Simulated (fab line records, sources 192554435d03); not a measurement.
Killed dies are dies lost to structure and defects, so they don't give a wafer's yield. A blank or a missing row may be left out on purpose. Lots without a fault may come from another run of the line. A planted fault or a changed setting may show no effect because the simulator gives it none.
Chamber matching | flow n5_finfet | N5_BEOL_M1_ILD_DEP_00 on pecvd-04: 3 sister chambers
The step deposits SiOC from DEMS/O2, target thk 79 nm, time 15.3 s. 3 wafers are shown with their chamber, then 7 later ones without.

WAFERS WITH THEIR CHAMBER
wafer  | chamber | throttle_valve_pct (%)
L385.3 | 1       | 13.4
L388.2 | 2       | 11.9
L388.5 | 0       | 12.0

WAFERS WITHOUT THEIR CHAMBER
wafer  | throttle_valve_pct (%)
L388.6 | 13.4
L390.2 | 12.1
L390.5 | 12.0
L390.6 | 12.2
L403.2 | 12.1
L403.3 | 13.2
L403.4 | 12.1

WHICH CHAMBER EACH WENT THROUGH
wafer  | from the rows above     | in truth
L388.6 | 1                       | 1
L390.2 | can't be placed: 0 or 2 | 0
L390.5 | can't be placed: 0 or 2 | 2
L390.6 | can't be placed: 0 or 2 | 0
L403.2 | can't be placed: 0 or 2 | 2
L403.3 | 1                       | 1
L403.4 | can't be placed: 0 or 2 | 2
Placed correctly: 2 of 7. Can't be placed from these rows: 5 (the true chamber is among the candidates in 5). Placed wrongly: 0.
How it was worked out, from the rows above alone: a wafer's distance from a chamber is the root of the sum, over the readings, of the square of ((its reading less the chamber's mean) divided by the reading's scatter). The wafer belongs to the nearest chamber; if the next one is less than 2 further off, it can't be placed. A chamber's mean is the mean of its shown wafers. The scatter: with one shown wafer a chamber, the root of the mean of the squares of how far each hidden wafer lies from its nearest shown one.
